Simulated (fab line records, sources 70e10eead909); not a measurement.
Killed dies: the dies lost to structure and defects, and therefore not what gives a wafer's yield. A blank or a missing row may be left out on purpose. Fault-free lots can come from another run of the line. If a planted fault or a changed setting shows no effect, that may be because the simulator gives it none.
Chamber matching    flow nand-harc    ald-metal-04 running NHARC_A_BLC_ALD_23: 4 sister chambers
The step deposits TiN, target thk 3 nm, pulse time 1 s, ald cycles 150. 4 wafers are shown with their chamber, then 11 later ones without.

## WAFERS, EACH WITH ITS CHAMBER
wafer   chamber  heater-power-w (W)
L082.3  0        1180
L082.5  3        1067
L087.6  2        980
L092.1  1        1331

## WAFERS WITHOUT THEIR CHAMBER
wafer   heater-power-w (W)
L092.3  966
L092.6  1129
L093.3  1024
L093.4  968
L093.5  1159
L094.1  970
L094.2  1021
L094.5  1143
L096.3  1122
L096.5  955
L096.6  1289

## WHICH CHAMBER EACH WENT THROUGH
wafer   from the rows above      in truth
L092.3  2                        2
L092.6  can't be placed: 0 or 3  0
L093.3  can't be placed: 3 or 2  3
L093.4  2                        2
L093.5  0                        0
L094.1  2                        2
L094.2  can't be placed: 2 or 3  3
L094.5  can't be placed: 0 or 3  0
L096.3  can't be placed: 3 or 0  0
L096.5  2                        2
L096.6  can't be placed: 1 or 0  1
Correct placement for 5 of the 11. Cannot be placed on the basis of these rows: 6; the candidates contain the true chamber in 6. 0 placed wrongly.
How it was worked out, from the rows above alone: a wafer's distance from a chamber is the root of the sum, over the readings, of the square of ((its reading less the chamber's mean) divided by the reading's scatter). The wafer belongs to the nearest chamber; if the next one is less than 2 further off, it can't be placed. A chamber's mean is the mean of its shown wafers. The scatter: root of mean squared gap, hidden wafer to nearest shown wafer, with one shown wafer a chamber.
